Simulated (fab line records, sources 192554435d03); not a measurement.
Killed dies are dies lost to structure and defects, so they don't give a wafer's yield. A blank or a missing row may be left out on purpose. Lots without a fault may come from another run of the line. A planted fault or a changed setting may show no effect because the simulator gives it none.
fab line records | flow n5_finfet
record lots=4 wafers=12 last_day=17
route steps=1938 shown FIN_CUT@181 STI_FIN_REVEAL@183 DUMMY_GATE@212 BEOL_M4@1111 PASSIVATION@1936
lots that met no fault: from a run of the same line without faults
start_h: hours from the record's first day to the start of the lot's first wafer shown | wait_h: hours since the lot's step before | " the same as in the row above | L1.1+2: a row that stands for several wafers | - no value, or no start given | * or withheld: withheld | < > ~ a bound
route shown NAME@n: a module of which the file shows steps, and the number in the route of the first | usual: mean/standard deviation of fault-free wafers | same: alike in all rows | chamber/n: place in a boat | sites: the reading at each site | _std_site: their standard deviation | _edge_site: outer sites' mean less inner sites' | radius_mm: how far each site lies from the wafer's centre | mask NAME#n: copy n | behind: the tool/chamber that last shaped the wafer | hold: why the lot was held/for how many hours/how that ended | device: the transistor (n, p or np) that didn't switch | end of line: the same wafers' tests at the end of the route | a step without rows: its recipe alone | killed: dies lost to structure and defects at the first sort, not the wafer's yield | map: a wafer's dies, x killed, . not, _ none there
set.NAME: the setting as run; set.NAME@STEP: as run at that earlier step | model.NAME: the simulator's own value behind a step, which no gauge read
lots at some steps of the route; a table a step, a row a wafer
services: from which hour (start_h, from the record's first day; less than 0 if before it) a tool's chamber was out of use, for how many hours, and why
## steps
# step N5_FIN_CUT_UV_OZONE_34
# recipe time_s=120 pressure_torr=760 temp_c=25
# step N5_STI_FIN_REVEAL_ALD_00
# recipe material=SiO2 target_thk_a=10 temp_c=300 ald_precursor_family=BDEAS ald_co_reactant=O2-plasma pulse_time_s=1 pressure_torr=2
# step N5_STI_FIN_REVEAL_ALD_14
# recipe material=Si3N4 target_thk_a=30 temp_c=400 ald_precursor_family=SiH2I2 ald_co_reactant=N2/H2-plasma pressure_torr=2
# step N5_STI_FIN_REVEAL_FCVD_FILL_01
# recipe material=SiO2_flowable target_thk_a=3120 temp_c=100 pressure_torr=0.8 rf_w=2000 time_s=512.2
# step N5_STI_FIN_REVEAL_DENSIFY_02
# recipe temp_c=650 ambient=steam time_s=1800 idle_temp_c=400 densification_p_h2o_torr=640
# step N5_STI_FIN_REVEAL_CMP_04
# recipe stop_on=Si3N4 t_overpolish_s=4 down_force_psi=2 platen_rpm=54.18 post_cmp_clean=alkaline_brush pad_velocity_m_s=1.078 target_thk_nm=131.83
# step N5_STI_FIN_REVEAL_DENSIFY_30
# recipe temp_c=* time_s=* ambient=N2 idle_temp_c=600 ramp_up_c_per_s=150 ramp_down_c_per_s=60 cool_to_c=600
# step N5_STI_FIN_REVEAL_ETCHBACK_08
# recipe chemistry=C4F6/O2 target=SiO2 target_depth_a=305 time_s=10.167 ion_energy_ev=250 pressure_mtorr=30 source_w=345 bias_w=185 Ar_flow_sccm=300 C4F6_flow_sccm=10 O2_flow_sccm=10
# step N5_STI_FIN_REVEAL_STRIP_24
# recipe chemistry=N2/H2 time_s=90 power_w=100 temp_c=40 pressure_mtorr=100 rf_frequency_hz=6e+07 bias_power_w=3 n2_flow_sccm=300 h2_flow_sccm=300
# step N5_STI_FIN_REVEAL_PRECLEAN_25
# recipe chemistry=SPM time_s=90 temp_c=120 mix=4:1
# step N5_STI_FIN_REVEAL_PRECLEAN_26
# recipe chemistry=SC1 time_s=45 temp_c=46 mix=1:2:100
# columns lot.wafer tool chamber start_h wait_h
L159.2+3+5 wet_bench-06 5,3,2 46.24 0.0
L175.3+5+6 wet_bench-06 0,1,6 142.95 0.0
L177.1+2+6 wet_bench-06 4,2,5 157.57 0.0
L180.3+4+6 wet_bench-05 7,5,2 172.31 0.0
# step N5_STI_FIN_REVEAL_PRECLEAN_29
# recipe chemistry=DHF time_s=30 temp_c=25 dilution=300:1
# step N5_STI_FIN_REVEAL_SRD_12
# recipe time_s=30 temp_c=23 rinse_liquid=diw dry=ipa_marangoni
# step N5_STI_FIN_REVEAL_RECESS_09
# recipe chemistry=HF/NH3 target=SiO2 afs_cycles=11 target_depth_a=425 temp_c=30 sublimation_temp_c=180 sublimation_time_s=60
# step N5_STI_FIN_REVEAL_STRIP_16
# recipe chemistry=H3PO4 material=SiNx temp_c=165 target_depth_a=238 overetch_fraction=0.4964 dry=ipa_marangoni
# step N5_STI_FIN_REVEAL_PRECLEAN_17
# recipe chemistry=NF3:NH3 afs_cycles=1 temp_c=30 time_s=20 sublimation_temp_c=180 sublimation_time_s=60 pressure_torr=3 rf_power_w=30
# step N5_STI_FIN_REVEAL_ETCH_34
# recipe chemistry=H2 mode=isotropic material=Si target=Si target_depth_a=9.7 temp_c=20 pressure_mtorr=4.5 icp_w=300 bias_w=0 h2_flow_sccm=7.5 he_flow_sccm=142.5
# step N5_STI_FIN_REVEAL_OXIDATION_31
# recipe chemistry=O2_PLASMA_REMOTE temp_c=150 time_s=20 pressure_mtorr=1000 source_power_w=2000 o2_flow_sccm=3000
# step N5_STI_FIN_REVEAL_PRECLEAN_32
# recipe chemistry=NF3:NH3 afs_cycles=1 temp_c=30 time_s=20 sublimation_temp_c=180 sublimation_time_s=60 pressure_torr=3 rf_power_w=30
# step N5_STI_FIN_REVEAL_STRIP_35
# recipe chemistry=H3PO4 material=Si3N4 temp_c=165 target_depth_a=40 time_s=39
# step N5_STI_FIN_REVEAL_SRD_21
# recipe dry=ipa_marangoni time_s=30 temp_c=23 rinse_liquid=diw
# step N5_STI_FIN_REVEAL_OXIDATION_33
# recipe chemistry=O2_PLASMA_REMOTE temp_c=150 time_s=20 pressure_mtorr=1000 source_power_w=2000 o2_flow_sccm=3000
# step N5_STI_FIN_REVEAL_CLEAN_19
# recipe chemistry=O3/DIW temp_c=25 time_s=120 o3_ppm=10
# step N5_STI_FIN_REVEAL_SRD_23
# recipe dry=ipa_marangoni time_s=30 temp_c=23 rinse_liquid=diw
# step N5_STI_FIN_REVEAL_PRECLEAN_18
# recipe chemistry=SC2 time_s=45 temp_c=35 mix=1:1:50
# step N5_STI_FIN_REVEAL_SRD_28
# recipe dry=ipa_marangoni time_s=30 temp_c=23 rinse_liquid=diw
# step N5_STI_FIN_REVEAL_INSPECT_13
# recipe inspect_instrument=darkfield mode=post_clean
# usual raw_defect_count=13/5.3
# columns lot.wafer tool chamber start_h wait_h raw_defect_count
L159.2 defect_inspect-01 - 49.10 0.0 11
L159.3 " - " " 16
L159.5 " - " " 13
L175.3 defect_inspect-02 - 148.46 0.0 487
L175.5 " - " " 504
L175.6 " - " " 512
L177.1 defect_inspect-02 - 160.42 0.0 522
L177.2 " - " " 534
L177.6 " - " " 508
L180.3 defect_inspect-02 - 175.16 0.0 10
L180.4 " - " " 17
L180.6 " - " " 11
# step N5_DUMMY_GATE_PRECLEAN_00
# recipe chemistry=O3/DIW time_s=60 temp_c=22 o3_ppm=10
# step N5_BEOL_M4_RC_MEAS_101
# usual DIBL_N=35.8/1.8 DIBL_P=35.6/2 IOFF_N=0.148/0.028 IOFF_P=0.20/0.034 ION_N=672/12 ION_P=462/8.5 SS_N=71.2/0.65 SS_P=73.1/0.67 VT_N=251/3.3 VT_P=-251/3.8
# columns lot.wafer tool chamber start_h wait_h DIBL_N[mV/V] DIBL_P[mV/V] IOFF_N[nA/um] IOFF_P[nA/um] ION_N[uA/um] ION_P[uA/um] SS_N[mV/dec] SS_P[mV/dec] VT_N[mV] VT_P[mV]
L159.2 prober-01 0 168.42 0.2 32.4 32.2 0.107 0.17 660 460 71.4 71.9 257 -252
L159.3 " 0 " " 36.7 36.5 0.182 0.23 689 468 71.9 73.5 249 -249
L159.5 " 0 " " 34.7 34.9 0.139 0.19 677 465 71.4 72.2 255 -251
L175.3 prober-01 0 267.62 0.3 37.0 37.7 0.157 0.21 676 463 71.7 73.4 250 -252
L175.5 " 0 " " 37.7 38.0 0.160 0.20 668 460 71.7 74.1 251 -251
L175.6 " 0 " " 36.9 36.7 0.158 0.19 673 455 72.4 73.3 250 -253
L177.1 prober-02 0 282.93 0.0 37.1 35.0 0.162 0.19 674 450 71.5 73.4 251 -253
L177.2 " 0 " " 37.5 35.6 0.165 0.20 670 454 71.8 73.2 252 -251
L177.6 " 0 " " 37.9 36.2 0.174 0.20 669 453 71.5 73.8 252 -251
L180.3 prober-02 0 311.02 0.3 34.3 34.4 0.142 0.20 690 471 70.7 72.1 253 -250
L180.4 " 0 " " 37.9 38.2 0.200 0.25 686 472 71.2 73.8 247 -247
L180.6 " 0 " " 38.1 38.1 0.214 0.26 705 481 71.2 72.8 243 -244
# step N5_PASSIVATION_PROBE_49
# usual defect_limited_yield=91.3/1.5 killed_at_M0_to_M3=34/11 killed_at_M4_up=14/6.1 killed_at_contacts=12/5.9 killed_at_front_end=39/11 killed_at_other=4/3.3 killed_dies=102/18 killed_open=67/13 killed_short=33/7.9 sort_bin_5_function=5.1/1 sort_bin_6_memory=3.3/0.7 sort_n_pass=1077/19 sort_yield_pct=91.3/1.6
# same gross_dies=1180 killed_at_back_side=0 sort_bin_4_leakage[%]=0 sort_bin_8_speed[%]=0
# columns lot.wafer tool chamber start_h wait_h defect_limited_yield[%] killed_at_M0_to_M3 killed_at_M4_up killed_at_contacts killed_at_front_end killed_at_other killed_dies killed_open killed_short sort_bin_5_function[%] sort_bin_6_memory[%] sort_n_pass sort_yield_pct[%]
L175.3 prober-02 - 373.53 0.1 87.3 22 10 4 108 6 150 44 22 8.1 2.9 1030 87.3
L175.5 prober-02 - 373.63 0.2 86.8 21 12 7 115 1 156 42 26 8.6 2.8 1024 86.8
L175.6 prober-02 - 373.68 0.3 82.5 33 11 9 151 2 206 53 32 10.9 3.6 974 82.5
L177.1 prober-02 - 385.92 0.0 84.1 23 13 18 134 0 188 51 19 11.4 2.6 992 84.1
L177.2 prober-02 - 385.97 0.1 87.5 25 17 21 83 1 147 61 21 7.3 3.6 1033 87.5
L177.6 prober-02 - 386.17 0.3 81.9 23 11 22 158 0 214 48 41 11.4 4.5 966 81.9
# killed by level:class
L175.3 STI_FIN_REVEAL:unspecified=83 BEOL_M0_SAQP:geometric_particle:short=8 BEOL_M0_SAQP:geometric_particle:open=6 STI_FIN_REVEAL:geometric_particle:open=5 STARTING-WAFER:geometric_particle:short=4 BEOL_M1:geometric_particle:open=4 BEOL_M4:geometric_particle:open=4 GATE_CUT:geometric_particle:open=3
L175.5 STI_FIN_REVEAL:unspecified=84 FIN_SAQP:geometric_particle:open=7 BEOL_M3:geometric_particle:open=5 MOL_CONTACT_COAG:geometric_particle:open=4 BEOL_M0_SAQP:geometric_particle:short=4 BEOL_M4:geometric_particle:open=4 STARTING-WAFER:geometric_particle:short=4 FIN_SAQP:geometric_particle:short=3
L175.6 STI_FIN_REVEAL:unspecified=117 BEOL_M0_SAQP:geometric_particle:open=10 BEOL_M0_SAQP:geometric_particle:short=9 FIN_SAQP:geometric_particle:short=7 MOL_CONTACT_COAG:geometric_particle:open=7 FIN_SAQP:geometric_particle:open=6 BEOL_M3:geometric_particle:open=6 HKMG_FIN:area_etch=4
L177.1 STI_FIN_REVEAL:unspecified=118 MOL_CONTACT_COAG:geometric_particle:open=16 BEOL_M0_SAQP:geometric_particle:open=7 BEOL_M4:geometric_particle:open=6 BEOL_M0_SAQP:geometric_particle:short=5 GATE_CUT:geometric_particle:short=4 BEOL_M3:geometric_particle:open=4 STARTING-WAFER:geometric_particle:short=4
L177.2 STI_FIN_REVEAL:unspecified=63 MOL_CONTACT_COAG:geometric_particle:open=18 FIN_SAQP:geometric_particle:open=7 BEOL_M3:geometric_particle:open=7 BEOL_M4:geometric_particle:open=7 BEOL_M0_SAQP:geometric_particle:open=5 BEOL_M0_SAQP:geometric_particle:short=5 FIN_SAQP:geometric_particle:short=4
L177.6 STI_FIN_REVEAL:unspecified=124 MOL_CONTACT_COAG:geometric_particle:open=14 FIN_SAQP:geometric_particle:short=7 MOL_CONTACT_COAG:geometric_particle:short=7 BEOL_M0_SAQP:geometric_particle:short=7 BEOL_M0_SAQP:geometric_particle:open=6 BEOL_M4:geometric_particle:open=4 STARTING-WAFER:geometric_particle:short=4
# map L175.6 (x killed, . not)
_________________.....x...x..________________
______________.....x.........x.._____________
___________........x..............x__________
__________x........................._________
________..............x..x............_______
_______x......x........................______
______.x.x.x.....x...........x.x..x....._____
_____........................x...........____
____.......x........x.....................___
___..........x...................x.........__
___..x.x...............x........x..xxxxx...__
__............x................xxxxxxxxx.x.._
__....xx.............x.x........xxxxxxxx.x.._
_.........................x..xxxxxxxxxxxxx...
_...x..........x..............xxxxxxxxxxxxx.x
_....x........................xxxxxxxxxxxx...
_......................x..x.x.xxxxxxxxxxxxx..
_....x......x........x.......xxxxxxxxxxxxxx..
_...x...x.........x...........xxxxxxxxx.xxxx.
_.......x..............xx....x.x.xxxxxxx..x.x
_...x.......................x....xxxx.x..x...
__...x.......................x...x.x........_
__.................................x....x..._
___...........x.x...x.......x.....x.x......__
___..x.x...................................__
____.................x............x.......___
_____..............x.....................____
______x.....x........................x.._____
_______.x....x..x.......x.......x......______
________...................x.........._______
__________..............x...x.....x._________
___________.x..........x..x........__________
______________...x.....x........_____________
_________________x..........x________________
# map L177.6 (x killed, . not)
_________________............________________
______________..x.....x.x......._____________
___________...x......x.........x...__________
__________x..x.....x...........x...._________
________.x.......x.....x.............._______
_______..x.x........x........x.....x...______
______...............x........xx........_____
_____x..........x..x..x............x.....____
____.............x.............x....x.x...___
___..x.......xx.....x...x..................__
___..........x..........x..................__
__.x........x..........xx.....x.....x......._
__......x..x............................x..._
_......xx.x..................................
_.........x.x....................x.x..x.x....
_...............x.......x.....xxxx.x.xx.x....
_.................x..............xxxxxxxx.x..
_....x......x..........x......xxxxxxxxxxx.x..
_.............x.....x..x......xxxxxxxxxxxx...
_............................xxxxxxxxxxxxxxx.
_....x.....x...............xxx.xxxxxxxxxx.x..
__.x...xx....xx..x...........x.xxxxxxxxxxxx._
__........x................x...xxxxxxxxxxxxx_
___.....xx................x....xxxxxxxxx.x.__
___........x.x......x.........x.xxxxxx.xx..__
____........................x.x..x.xxxxxxx___
_____..........x....................x....____
______.........x........................_____
_______.x.........................x....______
________.........x...................._______
__________.....x...................x_________
___________........................__________
______________.........x........_____________
_________________............________________
## services
# columns tool chamber start_h hours kind
wet_bench-05 - 92.69 7.4 repair
wet_bench-05 - 121.17 1.9 pm
## key
first_sign step=N5_STI_FIN_REVEAL_INSPECT_13 reading=raw_defect_count direction=up sigmas=94 usual=13 struck=511
effect step=N5_PASSIVATION_PROBE_49 reading=killed_at_front_end direction=up sigmas=8.1 usual=39 struck=125
more_kills_born_at N5_STI_FIN_REVEAL_PRECLEAN_26@wet_bench-06=589
met_at N5_STI_FIN_REVEAL_PRECLEAN_26
struck_wafers L175.3,L175.5,L175.6,L177.1,L177.2,L177.6
onset_between 46.24 142.95
fault kind=chamber_particle_source tool=wet_bench-06 chamber=- onset_h=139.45 steps=N5_STI_FIN_REVEAL_PRECLEAN_26 rate_per_visit_cm2=0.78175 end_h=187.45
